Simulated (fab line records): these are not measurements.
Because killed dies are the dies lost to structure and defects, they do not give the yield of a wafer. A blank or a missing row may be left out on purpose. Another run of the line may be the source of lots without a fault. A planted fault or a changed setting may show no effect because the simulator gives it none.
Which of the tools did it? || flow n5_finfet || 24 lots, 72 wafers sampled, at 2 steps of a route of 1938

WHAT THE GAUGES SHOWED, per wafer
N5_BEOL_M0_RS_MEAS_126: measurement is done with a four-point probe. Usual: M0_RS typically reads 0.528 ohm/sq, with standard deviation 0.024.
{"lot": "L074", "measured": "day 6 01:11", "on": "film_metro-01", "M0_RS (ohm/sq)": "0.512 0.511 0.531", "flag": ""}
{"lot": "L075", "measured": "day 6 08:59", "on": "film_metro-01", "M0_RS (ohm/sq)": "0.495 0.516 0.504", "flag": ""}
{"lot": "L076", "measured": "day 6 09:08", "on": "film_metro-02", "M0_RS (ohm/sq)": "0.549 0.554 0.528", "flag": ""}
{"lot": "L077", "measured": "day 6 21:32", "on": "film_metro-02", "M0_RS (ohm/sq)": "0.556 0.581 0.559", "flag": ""}
{"lot": "L078", "measured": "day 7 01:50", "on": "film_metro-01", "M0_RS (ohm/sq)": "0.494 0.477 0.485", "flag": ""}
{"lot": "L079", "measured": "day 7 07:01", "on": "film_metro-01", "M0_RS (ohm/sq)": "0.514 0.519 0.530", "flag": ""}
{"lot": "L081", "measured": "day 7 18:18", "on": "film_metro-01", "M0_RS (ohm/sq)": "0.557 0.576 0.557", "flag": ""}
{"lot": "L080", "measured": "day 7 18:33", "on": "film_metro-01", "M0_RS (ohm/sq)": "0.521 0.506 0.521", "flag": ""}
{"lot": "L082", "measured": "day 8 03:40", "on": "film_metro-01", "M0_RS (ohm/sq)": "0.550 0.528 0.516", "flag": ""}
{"lot": "L083", "measured": "day 8 04:10", "on": "film_metro-02", "M0_RS (ohm/sq)": "0.527 0.509 0.513", "flag": ""}
{"lot": "L084", "measured": "day 8 13:30", "on": "film_metro-02", "M0_RS (ohm/sq)": "0.533 0.530 0.541", "flag": ""}
{"lot": "L085", "measured": "day 8 18:56", "on": "film_metro-02", "M0_RS (ohm/sq)": "0.519 0.522 0.543", "flag": ""}
{"lot": "L086", "measured": "day 9 06:52", "on": "film_metro-02", "M0_RS (ohm/sq)": "0.536 0.543 0.541", "flag": ""}
{"lot": "L088", "measured": "day 9 08:39", "on": "film_metro-01", "M0_RS (ohm/sq)": "0.534 0.552 0.527", "flag": ""}
{"lot": "L087", "measured": "day 9 09:27", "on": "film_metro-01", "M0_RS (ohm/sq)": "0.529 0.514 0.517", "flag": ""}
{"lot": "L089", "measured": "day 9 19:35", "on": "film_metro-02", "M0_RS (ohm/sq)": "0.540 0.514 0.521", "flag": ""}
{"lot": "L090", "measured": "day 9 19:42", "on": "film_metro-02", "M0_RS (ohm/sq)": "0.518 0.504 0.507", "flag": ""}
{"lot": "L091", "measured": "day 10 01:32", "on": "film_metro-02", "M0_RS (ohm/sq)": "0.476 0.495 0.468", "flag": ""}
{"lot": "L092", "measured": "day 10 08:43", "on": "film_metro-02", "M0_RS (ohm/sq)": "0.530 0.525 0.536", "flag": ""}
{"lot": "L093", "measured": "day 10 16:47", "on": "film_metro-02", "M0_RS (ohm/sq)": "0.512 0.552 0.488", "flag": ""}
{"lot": "L094", "measured": "day 10 20:05", "on": "film_metro-01", "M0_RS (ohm/sq)": "0.528 0.564 0.521", "flag": ""}
{"lot": "L095", "measured": "day 10 22:19", "on": "film_metro-02", "M0_RS (ohm/sq)": "0.557 0.511 0.500", "flag": ""}
{"lot": "L096", "measured": "day 11 11:48", "on": "film_metro-01", "M0_RS (ohm/sq)": "0.496 0.511 0.563", "flag": ""}
{"lot": "L097", "measured": "day 11 20:30", "on": "film_metro-01", "M0_RS (ohm/sq)": "0.566 0.542 0.538", "flag": ""}

N5_BEOL_M1_INSPECT_13: inspects for defects (brightfield). Usual: 398 for raw_defect_count, sd 81.
{"lot": "L074", "measured": "day 6 04:00", "on": "defect_inspect-02", "raw_defect_count": "415 303 309", "flag": ""}
{"lot": "L075", "measured": "day 6 10:08", "on": "defect_inspect-02", "raw_defect_count": "476 389 422", "flag": ""}
{"lot": "L076", "measured": "day 6 10:18", "on": "defect_inspect-02", "raw_defect_count": "325 342 355", "flag": ""}
{"lot": "L077", "measured": "day 6 23:28", "on": "defect_inspect-01", "raw_defect_count": "557 480 346", "flag": ""}
{"lot": "L078", "measured": "day 7 04:15", "on": "defect_inspect-01", "raw_defect_count": "469 393 355", "flag": ""}
{"lot": "L079", "measured": "day 7 08:37", "on": "defect_inspect-01", "raw_defect_count": "351 360 469", "flag": ""}
{"lot": "L081", "measured": "day 7 21:03", "on": "defect_inspect-02", "raw_defect_count": "309 312 373", "flag": ""}
{"lot": "L080", "measured": "day 7 21:21", "on": "defect_inspect-01", "raw_defect_count": "381 507 452", "flag": ""}
{"lot": "L082", "measured": "day 8 07:18", "on": "defect_inspect-01", "raw_defect_count": "482 397 403", "flag": ""}
{"lot": "L083", "measured": "day 8 07:20", "on": "defect_inspect-02", "raw_defect_count": "431 374 320", "flag": ""}
{"lot": "L084", "measured": "day 8 15:13", "on": "defect_inspect-02", "raw_defect_count": "533 361 416", "flag": ""}
{"lot": "L085", "measured": "day 8 19:58", "on": "defect_inspect-02", "raw_defect_count": "359 333 433", "flag": ""}
{"lot": "L086", "measured": "day 9 08:05", "on": "defect_inspect-01", "raw_defect_count": "403 515 445", "flag": ""}
{"lot": "L088", "measured": "day 9 10:46", "on": "defect_inspect-01", "raw_defect_count": "522 513 493", "flag": ""}
{"lot": "L087", "measured": "day 9 11:23", "on": "defect_inspect-02", "raw_defect_count": "398 484 375", "flag": ""}
{"lot": "L089", "measured": "day 9 22:16", "on": "defect_inspect-02", "raw_defect_count": "405 458 621", "flag": ""}
{"lot": "L090", "measured": "day 9 22:29", "on": "defect_inspect-02", "raw_defect_count": "296 359 445", "flag": ""}
{"lot": "L091", "measured": "day 10 02:59", "on": "defect_inspect-02", "raw_defect_count": "341 336 275", "flag": ""}
{"lot": "L092", "measured": "day 10 11:01", "on": "defect_inspect-01", "raw_defect_count": "362 420 421", "flag": ""}
{"lot": "L093", "measured": "day 10 19:18", "on": "defect_inspect-02", "raw_defect_count": "379 313 382", "flag": ""}
{"lot": "L094", "measured": "day 10 21:11", "on": "defect_inspect-01", "raw_defect_count": "290 330 267", "flag": ""}
{"lot": "L095", "measured": "day 11 01:52", "on": "defect_inspect-02", "raw_defect_count": "453 470 359", "flag": ""}
{"lot": "L096", "measured": "day 11 13:28", "on": "defect_inspect-02", "raw_defect_count": "597 370 474", "flag": ""}
{"lot": "L097", "measured": "day 11 22:42", "on": "defect_inspect-02", "raw_defect_count": "283 288 390", "flag": ""}

EACH LOT AND THE TOOL THAT RAN IT (in order: tool; ch and the chambers of the sampled wafers; start)
No process step before these readings appears in the record.

WHAT THE TOOLS THEMSELVES READ (means of the sampled wafers that have a number; where no wafer has one, the mark that the record gives instead)
The record holds no such reading with a usual standard deviation.

THE ANSWER, worked out from the rows above alone
Rule: a lot is off if the mean of its wafers that have a number lies more than 3 standard deviations from the usual mean. A lot without any number at a reading at which 4 lots or more have one is off too. Any other lot the step has rows for is counted as sound. After the gauges, taken in route order, come the tools' own readings; for these a lot's mean is taken, as printed above. At the first step where some lot is off, the reading lying furthest off is the one used; lots without a number count as furthest.
None of the lots is off at any reading shown; this tells nothing.

WHAT THE SIMULATOR HAD PUT IN
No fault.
